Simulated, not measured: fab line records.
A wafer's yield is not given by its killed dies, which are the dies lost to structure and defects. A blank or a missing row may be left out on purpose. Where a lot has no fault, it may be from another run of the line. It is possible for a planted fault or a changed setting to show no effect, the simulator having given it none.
One fault seen from 3 desks ; flow n5 finfet ; what lay behind the numbers comes last; until then each desk has only its own

## FOR THE TOOL OWNER'S DESK: pvd sputter-01
The tool's own readings at N5_BEOL_M12_SPUTTER_43 (material TaN, target thk 15 nm, time 24.19 s): means of the sampled wafers that have a number, for each lot that ran on this tool. A lot is out of limits, marked OUT, if its mean lies more than 4 standard deviations from the usual mean; the brackets give that distance.
Columns: A = throttle valve pct at N5_BEOL_M12_SPUTTER_43, usual 29.6 %
lot;first seen here;A
L465;day 10 15:53;28.1
L467;day 11 04:49;29.1
L472;day 12 00:38;29.1
L481;day 14 18:53;29.5
L483;day 15 00:17;29.2
L484;day 15 16:26;28.6
This desk's verdict: no lot among the 6 shows anything out of limits.

## METROLOGY DESK
What the gauges read, lot by lot, whatever tool the lot ran on: means of the sampled wafers that have a number. A lot is out of limits, marked OUT, if its mean lies more than 4 standard deviations from the usual mean; the brackets give that distance.
Columns: A = trench depth nm at N5_BEOL_M12_OCD_MEAS_35, usual 318 nm
lot;first seen here;A
L465;day 10 15:26;319
L467;day 11 01:55;322
L469;day 11 16:10;320
L472;day 11 23:04;316
L473;day 12 02:47;314
L478;day 13 15:09;317
L476;day 13 15:27;320
L481;day 14 18:04;317
L483;day 14 21:48;319
L484;day 15 11:35;318
L488;day 16 09:39;313
This desk's verdict: no lot among the 11 shows anything out of limits.

## THE DEFECT DESK
For each lot, the counts of the inspections along the route, averaged over the sampled wafers that have a number. A lot is out of limits, marked OUT, if its mean lies more than 4 standard deviations from the usual mean; the brackets give that distance.
Columns: A = raw defect count at N5_BEOL_M12_INSPECT_55, usual 76
lot;first seen here;A
L465;day 10 18:08;100
L467;day 11 06:00;67
L469;day 11 21:17;50
L472;day 12 02:13;68
L473;day 12 05:55;77
L478;day 13 22:43;49
L476;day 13 23:01;112
L481;day 14 20:03;91
L483;day 15 01:46;51
L484;day 15 17:52;74
L488;day 16 12:05;111
This desk's verdict: no lot among the 11 shows anything out of limits.

## ALL TOGETHER
The tool owner's desk saw nothing out of limits.
Nothing out of limits was seen by the metrology desk.
No out-of-limits result turned up at the defect desk.

## WHAT THE SIMULATOR PUT IN
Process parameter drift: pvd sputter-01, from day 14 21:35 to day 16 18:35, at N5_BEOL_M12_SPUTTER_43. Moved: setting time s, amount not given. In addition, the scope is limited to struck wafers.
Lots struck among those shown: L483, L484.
